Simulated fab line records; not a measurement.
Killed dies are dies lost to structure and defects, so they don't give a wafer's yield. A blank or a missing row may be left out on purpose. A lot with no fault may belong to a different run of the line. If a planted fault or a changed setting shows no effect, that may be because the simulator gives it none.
fab line records	flow n5_finfet
record: lots: 9	wafers: 27	last_day: 19
route steps=1938 shown ZERO_LAYER@16 WELL_APT@29 PMOS_HMC_CHANNEL_EPI@67 BEOL_M4@1111 PASSIVATION@1936
lots that met no fault: taken from a fault-free run of the same line
start_h: hours from the record's opening day to when the first of the lot's shown wafers began	wait_h: time in hours since the lot's previous step	" unchanged from the row above	L1.1+2: a single row standing in for several wafers	- either no value or no given start	* or withheld: withheld	< > ~ a bound
route shown NAME@n: a module of which the file shows steps, and the number in the route of the first	usual: average and standard deviation across the fault-free wafers	same: alike in all rows	chamber/n: place in a boat	sites: per-site readings	_std_site: standard deviation across them	_edge_site: outer sites' mean less inner sites'	radius_mm: how far each site lies from the wafer's centre	mask NAME#n: copy n	behind: tool/chamber where the wafer was last shaped	hold: why the lot went on hold/how many hours it stayed there/how the hold came to an end	device: the transistor (n, p or np) that didn't switch	end of line: tests of these same wafers at the route's end	a step with no rows: only its recipe	killed: dies lost to structure and defects at the first sort, not the wafer's yield	map: a wafer's dies, x killed, . not, _ none there
set.NAME: the setting the step ran with; set.NAME@STEP: the setting that earlier step ran with	model.NAME: the simulator's own value behind a step, which no gauge read
one table for each step of the route and one row for each wafer, over a sample of lots
services: the hour from which a tool's chamber was out of use, counted from the record's first day as start_h (under 0 if before that day), plus the number of hours and why
== steps ==
step: N5_ZERO_LAYER_ETCH_18
recipe: chemistry: HBr/Cl2	target: Si	target_depth_a: 1200	time_s: 40	pressure_mtorr: 10	icp_w: 800	bias_w: 75	HBr_flow_sccm: 150	Cl2_flow_sccm: 80
usual: drypump_motor_current_A: 5.6/0.42	oes_product_au: 1.007/0.021	throttle_valve_pct: 36.2/0.33
same: time_s: 40
lot.wafer	tool	chamber	start_h	wait_h	drypump_motor_current_A	oes_product_au	rf_hours_counter_h	throttle_valve_pct
L723.2	rie_si-01	2	18.92	0.0	4.8	1.016	41	36.1
L723.4	"	0	"	"	6.0	0.960	6	36.4
L723.5	"	1	"	"	5.8	1.006	-	36.5
L725.1	rie_si-01	1	31.06	0.0	5.7	1.012	13	36.5
L725.5	"	3	"	"	5.5	1.009	-	35.8
L725.6	"	2	"	"	4.8	1.032	-	36.1
L729.2	rie_si-01	0	54.91	0.0	6.0	0.968	7	36.4
L729.3	"	1	"	"	5.8	1.005	14	36.5
L729.4	"	3	"	"	5.5	1.020	87	35.8
L730.3	rie_si-01	0	60.86	0.0	6.1	0.966	7	36.4
L730.5	"	0	"	"	6.1	0.970	-	36.4
L730.6	"	3	"	"	5.5	1.013	-	35.8
L731.1	rie_si-05	0	66.91	0.0	5.8	1.019	91	35.9
L731.3	"	3	"	"	5.9	0.989	7	36.5
L731.5	"	1	"	"	5.0	1.023	-	36.4
L732.3	rie_si-02	1	72.79	0.0	5.4	1.025	28	36.1
L732.5	"	1	"	"	5.4	1.033	-	36.1
L732.6	"	0	"	"	5.7	1.000	-	36.6
L741.1	rie_si-01	0	126.91	0.0	6.0	0.960	8	36.4
L741.2	"	1	"	"	5.8	1.009	15	36.5
L741.6	"	3	"	"	5.5	1.016	-	35.8
L742.1	rie_si-02	2	132.79	0.0	6.1	1.017	83	35.5
L742.2	"	1	"	"	5.4	1.027	29	36.1
L742.6	"	1	"	"	5.4	1.024	-	36.1
L744.1	rie_si-01	1	144.79	0.0	5.8	1.003	15	36.5
L744.2	"	3	"	"	5.5	1.015	88	35.8
L744.4	"	0	"	"	6.0	0.971	8	36.4
step: N5_WELL_APT_OVL_MEAS_09
recipe: points_per_wafer: 44
usual: NWELL_OVL: 0/5.2
lot.wafer	tool	chamber	start_h	wait_h	NWELL_OVL[nm]
L723.2	overlay-01	0	19.71	0.0	8
L723.4	"	0	"	"	3
L723.5	"	0	"	"	2
L725.1	overlay-02	0	31.86	0.0	1
L725.5	"	0	"	"	3
L725.6	"	0	"	"	-2
L729.2	overlay-01	0	55.84	0.0	0
L729.3	"	0	"	"	-2
L729.4	"	0	"	"	3
L730.3	overlay-02	0	61.67	0.0	-1
L730.5	"	0	"	"	4
L730.6	"	0	"	"	-4
L731.1	overlay-02	0	67.71	0.0	-6
L731.3	"	0	"	"	0
L731.5	"	0	"	"	2
L732.3	overlay-01	0	73.84	0.0	2
L732.5	"	0	"	"	-6
L732.6	"	0	"	"	8
L741.1	overlay-01	0	127.71	0.0	-10
L741.2	"	0	"	"	5
L741.6	"	0	"	"	-8
L742.1	overlay-02	0	133.59	0.0	-4
L742.2	"	0	"	"	3
L742.6	"	0	"	"	4
L744.1	overlay-02	0	145.71	0.0	3
L744.2	"	0	"	"	4
L744.4	"	0	"	"	2
step: N5_WELL_APT_DESCUM_13
recipe: chemistry: O2	time_s: 7.9	source_power_w: 50	bias_power_w: 20	pressure_mtorr: 20	rf_frequency_hz: 2.712e+07	temp_c: 40	o2_flow_sccm: 225
usual: drypump_motor_current_A: 5.7/0.37	oes_product_au: 0.76/0.09	rf_vpp_V: 243.8/1.3	showerhead_plenum_p_Torr: 2.14/0.068	throttle_valve_pct: 20.41/0.25
same: time_s: 7.9
lot.wafer	tool	chamber	start_h	wait_h	drypump_motor_current_A	oes_product_au	rf_hours_counter_h	rf_vpp_V	showerhead_plenum_p_Torr	throttle_valve_pct
L723.2	rie_diel-01	2	20.12	0.4	5.9	0.94	7	244.3	2.23	20.01
L723.4	"	1	"	"	5.3	0.77	-	243.7	2.17	20.38
L723.5	"	2	"	"	5.9	0.94	-	245.3	2.23	20.02
L725.1	rie_diel-04	0	31.92	0.0	6.1	0.70	227	244.4	2.17	20.38
L725.5	"	0	"	"	6.1	0.70	-	245.9	2.17	20.38
L725.6	"	3	"	"	5.5	0.70	-	243.7	2.18	20.52
L729.2	rie_diel-04	1	55.95	0.1	6.3	0.76	152	245.0	2.20	20.82
L729.3	"	0	"	"	6.1	0.69	235	244.7	2.17	20.38
L729.4	"	3	"	"	5.5	0.69	221	244.9	2.18	20.53
L730.3	rie_diel-01	2	61.72	0.0	5.9	0.89	23	245.7	2.22	20.03
L730.5	"	2	"	"	5.9	0.90	-	245.3	2.22	20.04
L730.6	"	1	"	"	5.3	0.75	-	244.6	2.16	20.42
L731.1	rie_diel-01	0	67.77	0.0	5.9	0.69	242	242.1	1.98	20.21
L731.3	"	2	"	"	5.9	0.88	25	245.1	2.22	20.02
L731.5	"	1	"	"	5.3	0.75	-	244.3	2.16	20.42
L732.3	rie_diel-04	3	74.34	0.5	5.5	0.70	228	244.9	2.18	20.53
L732.5	"	3	"	"	5.5	0.69	-	244.4	2.18	20.53
L732.6	"	0	"	"	6.1	0.68	-	244.5	2.17	20.41
L741.1	rie_diel-01	3	127.77	0.0	5.3	0.90	28	244.9	2.13	20.09
L741.2	"	0	"	"	5.9	0.97	1	244.5	2.24	19.94
L741.6	"	1	"	"	5.3	0.74	-	243.8	2.16	20.44
L742.1	rie_diel-06	3	133.65	0.0	4.9	0.72	189	241.7	1.98	20.27
L742.2	"	2	"	"	5.6	0.68	231	243.4	2.16	20.29
L742.6	"	2	"	"	5.6	0.68	-	245.3	2.16	20.30
L744.1	rie_diel-04	2	145.77	0.0	5.9	0.74	190	242.5	2.09	20.57
L744.2	"	0	"	"	6.1	0.96	13	243.5	2.16	20.00
L744.4	"	2	"	"	5.9	0.73	-	242.6	2.09	20.59
step: N5_WELL_APT_STRIP_33
recipe: chemistry: SPM	time_s: 900	temp_c: 130	h2so4_h2o2_vol_ratio: 4	dry: ipa_marangoni
same: time_s: 900
lot.wafer	tool	chamber	start_h	wait_h
L723.2+4+5	wet_bench-06	2,7,6	21.89	0.2
L725.1+5+6	wet_bench-05	1,3,5	33.95	0.2
L729.2+3+4	wet_bench-05	5,6,7	57.98	0.1
L730.3+5+6	wet_bench-06	3,6,4	63.48	0.1
L731.1+3+5	wet_bench-05	6,2,4	69.40	0.2
L732.3+5+6	wet_bench-05	1,2,7	76.07	0.1
L741.1+2+6	wet_bench-06	0,3,5	129.40	0.2
L742.1+2+6	wet_bench-06	0,6,7	135.40	0.2
L744.1+2+4	wet_bench-05	1,3,4	147.60	0.2
step: N5_WELL_APT_INSPECT_38
recipe: inspect_instrument: darkfield	mode: post_epi
usual: raw_defect_count: 13/5
lot.wafer	tool	chamber	start_h	wait_h	raw_defect_count
L723.2	defect_inspect-01	-	23.54	0.4	11
L723.4	"	-	"	"	14
L723.5	"	-	"	"	4
L725.1	defect_inspect-01	-	35.10	0.5	9
L725.5	"	-	"	"	5
L725.6	"	-	"	"	12
L729.2	defect_inspect-02	-	59.57	0.6	448
L729.3	"	-	"	"	516
L729.4	"	-	"	"	442
L730.3	defect_inspect-02	-	64.63	0.3	14
L730.5	"	-	"	"	13
L730.6	"	-	"	"	20
L731.1	defect_inspect-02	-	71.37	1.2	463
L731.3	"	-	"	"	460
L731.5	"	-	"	"	492
L732.3	defect_inspect-01	-	77.49	0.4	513
L732.5	"	-	"	"	466
L732.6	"	-	"	"	462
L741.1	defect_inspect-01	-	130.58	0.5	20
L741.2	"	-	"	"	14
L741.6	"	-	"	"	12
L742.1	defect_inspect-02	-	136.58	0.5	12
L742.2	"	-	"	"	11
L742.6	"	-	"	"	10
L744.1	defect_inspect-02	-	149.25	0.9	15
L744.2	"	-	"	"	15
L744.4	"	-	"	"	16
step: N5_PMOS_HMC_CHANNEL_EPI_INSPECT_11
recipe: mode: adi	inspect_instrument: macro
usual: raw_defect_count: 2.0/1.3
lot.wafer	tool	chamber	start_h	wait_h	raw_defect_count
L723.2	defect_inspect-01	-	24.05	0.0	1
L723.4	"	-	"	"	5
L723.5	"	-	"	"	6
L725.1	defect_inspect-01	-	35.59	0.0	2
L725.5	"	-	"	"	1
L725.6	"	-	"	"	1
L729.2	defect_inspect-01	-	59.95	0.0	>300
L729.3	"	-	"	"	>300
L729.4	"	-	"	"	>300
L730.3	defect_inspect-02	-	65.00	0.0	2
L730.5	"	-	"	"	3
L730.6	"	-	"	"	3
L731.1	defect_inspect-01	-	71.74	0.0	>300
L731.3	"	-	"	"	>300
L731.5	"	-	"	"	>300
L732.3	defect_inspect-01	-	77.99	0.0	>300
L732.5	"	-	"	"	>300
L732.6	"	-	"	"	>300
L741.1	defect_inspect-02	-	131.10	0.0	1
L741.2	"	-	"	"	4
L741.6	"	-	"	"	3
L742.1	defect_inspect-01	-	137.08	0.0	0
L742.2	"	-	"	"	5
L742.6	"	-	"	"	2
L744.1	defect_inspect-01	-	149.76	0.0	2
L744.2	"	-	"	"	1
L744.4	"	-	"	"	3
step: N5_BEOL_M4_RC_MEAS_101
usual: DIBL_N: 36.0/1.9	DIBL_P: 35.6/2.2	IOFF_N: 0.15/0.031	IOFF_P: 0.19/0.032	ION_N: 668/11	ION_P: 455/7.2	SS_N: 71.5/0.65	SS_P: 73.4/0.64	VT_N: 251/3.6	VT_P: -253/3.3
lot.wafer	tool	chamber	start_h	wait_h	DIBL_N[mV/V]	DIBL_P[mV/V]	IOFF_N[nA/um]	IOFF_P[nA/um]	ION_N[uA/um]	ION_P[uA/um]	SS_N[mV/dec]	SS_P[mV/dec]	VT_N[mV]	VT_P[mV]
L723.2	prober-02	0	193.89	0.2	35.0	34.2	0.11	0.14	661	445	72.1	72.7	258	-259
L723.4	"	0	"	"	35.1	34.4	0.12	0.14	658	444	71.0	72.9	254	-256
L723.5	"	0	"	"	36.2	36.1	0.13	0.16	669	453	71.8	73.5	252	-258
L725.1	prober-02	0	226.65	0.0	38.1	37.8	0.20	0.23	685	463	71.4	73.6	241	-249
L725.5	"	0	"	"	36.1	36.1	0.16	0.20	676	459	71.4	73.3	251	-253
L725.6	"	0	"	"	35.0	33.9	0.15	0.17	665	453	71.7	72.9	251	-254
L729.2	prober-01	0	246.14	0.2	35.6	33.8	0.12	0.16	663	451	71.1	72.4	253	-256
L729.3	"	0	"	"	35.2	34.4	0.12	0.16	653	453	70.9	73.9	254	-254
L729.4	"	0	"	"	37.1	36.4	0.16	0.20	662	452	71.8	73.0	251	-253
L730.3	prober-02	0	248.01	0.3	34.0	33.2	0.12	0.19	650	452	71.2	72.7	255	-251
L730.5	"	0	"	"	34.2	32.6	0.12	0.17	660	453	71.1	72.7	257	-255
L730.6	"	0	"	"	32.9	32.8	0.11	0.17	665	458	71.4	72.7	254	-254
L731.1	prober-02	0	277.22	0.0	33.7	33.8	0.13	0.17	657	458	71.4	72.4	254	-252
L731.3	"	0	"	"	35.4	35.8	0.15	0.20	668	461	71.9	73.1	248	-252
L731.5	"	0	"	"	32.5	33.3	0.12	0.17	651	450	71.5	72.8	256	-252
L732.3	prober-01	0	288.47	0.3	33.1	33.0	0.11	0.17	663	455	70.5	72.5	251	-254
L732.5	"	0	"	"	33.8	33.7	0.12	0.17	661	454	71.3	73.3	250	-253
L732.6	"	0	"	"	32.3	31.0	0.10	0.14	658	449	70.5	73.1	255	-256
L742.1	prober-02	0	322.43	0.0	35.0	34.7	0.14	0.19	672	460	71.3	73.9	254	-254
L742.2	"	0	"	"	35.7	34.8	0.15	0.18	666	452	72.6	74.2	251	-253
L742.6	"	0	"	"	36.2	35.4	0.14	0.19	658	449	71.9	73.3	256	-252
L741.1	prober-01	0	331.90	0.0	37.3	36.5	0.17	0.20	679	457	71.4	73.6	247	-251
L741.2	"	0	"	"	36.7	35.3	0.15	0.18	665	451	72.2	72.7	250	-253
L741.6	"	0	"	"	38.7	39.4	0.21	0.25	686	462	72.4	73.9	243	-251
L744.1	prober-02	0	333.71	0.0	33.1	33.5	0.11	0.13	662	444	70.6	72.9	259	-262
L744.2	"	0	"	"	34.7	35.8	0.13	0.16	666	443	71.6	73.6	255	-262
L744.4	"	0	"	"	34.6	37.0	0.14	0.17	665	449	71.9	74.3	252	-259
step: N5_PASSIVATION_PROBE_49
usual: defect_limited_yield: 91.3/1.4	killed_at_M0_to_M3: 34/10	killed_at_M4_up: 14/5.5	killed_at_contacts: 12/6	killed_at_front_end: 40/10	killed_at_other: 3.0/2.4	killed_dies: 103/17	killed_open: 68/13	killed_short: 34/7.8	sort_bin_5_function: 5.1/0.97	sort_bin_6_memory: 3.3/0.66	sort_bin_8_speed: 0.02/0.12	sort_n_pass: 1077/17	sort_yield_pct: 91.2/1.4
same: gross_dies: 1180	killed_at_back_side: 0	sort_bin_4_leakage[%]: 0
lot.wafer	tool	chamber	start_h	wait_h	defect_limited_yield[%]	killed_at_M0_to_M3	killed_at_M4_up	killed_at_contacts	killed_at_front_end	killed_at_other	killed_dies	killed_open	killed_short	sort_bin_5_function[%]	sort_bin_6_memory[%]	sort_bin_8_speed[%]	sort_n_pass	sort_yield_pct[%]
L729.2	prober-01	-	346.34	0.1	82.1	27	13	25	145	1	211	75	20	11.4	5.1	0	969	82.1
L729.3	prober-01	-	346.39	0.1	83.6	31	9	19	132	2	193	58	23	9.2	5.3	0	987	83.6
L729.4	prober-01	-	346.44	0.2	86.5	29	17	17	95	1	159	61	28	9.2	2.9	0	1021	86.5
L731.1	prober-02	-	378.47	0.0	83.5	25	11	10	146	3	195	53	25	9.8	5.0	0	985	83.5
L731.3	prober-02	-	378.57	0.1	86.8	22	13	6	115	0	156	40	32	8.4	3.3	0	1024	86.8
L731.5	prober-02	-	378.67	0.2	81.8	41	8	9	156	1	215	53	44	11.2	4.6	0	965	81.8
L732.3	prober-01	-	397.44	0.1	87.5	25	15	4	100	4	148	46	31	8.1	3.0	0	1032	87.5
L732.5	prober-01	-	397.54	0.2	84.9	22	12	2	139	3	178	71	27	10.1	3.3	0	1002	84.9
L732.6	prober-01	-	397.59	0.3	86.3	20	13	10	115	4	162	50	41	7.9	3.7	0	1018	86.3
killed by level:class
L729.2 WELL_APT:unspecified=116 MOL_CONTACT_COAG:geometric_particle:open=21 FIN_SAQP:geometric_particle:open=7 BEOL_M3:geometric_particle:open=6 BEOL_M1:geometric_particle:open=5 BEOL_M4:geometric_particle:open=5 STI_FIN_REVEAL:geometric_particle:open=4 MOL_CONTACT_COAG:geometric_particle:short=4
L729.3 WELL_APT:unspecified=112 MOL_CONTACT_COAG:geometric_particle:open=17 BEOL_M3:geometric_particle:open=7 BEOL_M1:geometric_particle:open=6 BEOL_M0_SAQP:geometric_particle:open=5 BEOL_M0_SAQP:geometric_particle:short=4 FIN_SAQP:geometric_particle:open=3 STI_FIN_REVEAL:geometric_particle:open=3
L729.4 WELL_APT:unspecified=68 MOL_CONTACT_COAG:geometric_particle:open=14 BEOL_M0_SAQP:geometric_particle:short=9 FIN_SAQP:geometric_particle:open=7 BEOL_M3:geometric_particle:open=7 BEOL_M4:geometric_particle:open=6 GATE_CUT:geometric_particle:short=6 STI_FIN_REVEAL:geometric_particle:open=3
L731.1 WELL_APT:unspecified=115 STI_FIN_REVEAL:geometric_particle:open=14 BEOL_M2:geometric_particle:open=8 MOL_CONTACT_COAG:geometric_particle:short=5 MOL_CONTACT_COAG:geometric_particle:open=5 BEOL_M0_SAQP:geometric_particle:short=5 BEOL_M4:geometric_particle:open=5 GATE_CUT:geometric_particle:short=3
L731.3 WELL_APT:unspecified=84 BEOL_M4:geometric_particle:open=6 STARTING-WAFER:geometric_particle:short=6 STI_FIN_REVEAL:geometric_particle:open=5 GATE_CUT:geometric_particle:short=5 MOL_CONTACT_COAG:geometric_particle:open=5 BEOL_M0_SAQP:geometric_particle:open=5 STARTING-WAFER:geometric_particle:open=5
L731.5 WELL_APT:unspecified=117 FIN_SAQP:geometric_particle:short=14 BEOL_M2:geometric_particle:open=12 BEOL_M0_SAQP:geometric_particle:short=9 MOL_CONTACT_COAG:geometric_particle:open=8 BEOL_M3:geometric_particle:open=7 FIN_SAQP:geometric_particle:open=6 STARTING-WAFER:geometric_particle:short=5
L732.3 WELL_APT:unspecified=68 FIN_SAQP:geometric_particle:short=10 BEOL_M3:geometric_particle:open=8 BEOL_M0_SAQP:geometric_particle:short=6 BEOL_M4:geometric_particle:open=6 STI_FIN_REVEAL:geometric_particle:open=5 FIN_SAQP:geometric_particle:open=4 BEOL_M0:geometric_particle:open=4
L732.5 WELL_APT:unspecified=80 FIN_SAQP:geometric_particle:open=21 FIN_SAQP:geometric_particle:short=9 STI_FIN_REVEAL:geometric_particle:open=8 BEOL_M2:geometric_particle:open=7 BEOL_M1:geometric_particle:open=6 DUMMY_GATE:geometric_particle:open=5 GATE_CUT:geometric_particle:short=5
L732.6 WELL_APT:unspecified=69 STI_FIN_REVEAL:geometric_particle:open=11 FIN_SAQP:geometric_particle:short=8 MOL_CONTACT_COAG:geometric_particle:open=8 FIN_SAQP:geometric_particle:open=5 BEOL_M0_SAQP:geometric_particle:open=5 BEOL_M4:geometric_particle:open=5 FIN_CUT:geometric_particle:short=4
== services ==
tool	chamber	start_h	hours	kind
rie_si-01	2	5.70	8.5	repair
rie_si-02	1	12.14	0.9	repair
rie_diel-01	3	14.08	-	clean
rie_diel-01	3	14.08	-	consumable_replace:focus_ring
rie_diel-01	3	14.08	22.3	scheduled_down
rie_diel-01	3	14.08	22.3	vent_cycle
rie_si-05	0	45.20	6.5	repair
wet_bench-06	-	59.94	2.1	repair
rie_diel-01	1	88.33	1.7	repair
rie_diel-04	0	98.61	-	clean
rie_diel-04	0	98.61	-	consumable_replace:focus_ring
rie_diel-04	0	98.61	15.3	scheduled_down
rie_diel-04	0	98.61	15.3	vent_cycle
rie_diel-01	0	99.46	-	clean
rie_diel-01	0	99.46	-	consumable_replace:focus_ring
rie_diel-01	0	99.46	-	consumable_replace:showerhead
rie_diel-01	0	99.46	25.6	scheduled_down
rie_diel-01	0	99.46	25.6	vent_cycle
rie_diel-01	1	111.49	9.7	repair
rie_diel-04	3	130.10	-	clean
rie_diel-04	3	130.10	-	consumable_replace:focus_ring
rie_diel-04	3	130.10	23.7	scheduled_down
rie_diel-06	0	130.10	4.0	repair
wet_bench-06	-	143.08	6.4	repair
== key ==
first_sign: step: N5_WELL_APT_INSPECT_38	reading: raw_defect_count	direction: up	sigmas: 93	usual: 13	struck: 474
effect: step: N5_PMOS_HMC_CHANNEL_EPI_INSPECT_11	reading: raw_defect_count	direction: up	sigmas: 99+	usual: 2.0	struck: >300
effect: step: N5_PASSIVATION_PROBE_49	reading: killed_at_front_end	direction: up	sigmas: 8.3	usual: 40	struck: 127
more_kills_born_at: N5_WELL_APT_STRIP_33@wet_bench-05: 829
met_at N5_WELL_APT_STRIP_33
struck_lots L729,L731,L732
not_acting_at N5_ZERO_LAYER_ETCH_18,N5_WELL_APT_OVL_MEAS_09,N5_WELL_APT_DESCUM_13
onset_between 33.95 57.98
fault: kind: chamber_particle_source	tool: wet_bench-05	chamber: -	onset_h: 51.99	steps: N5_WELL_APT_STRIP_33	rate_per_visit_cm2: 0.71172	end_h: 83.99
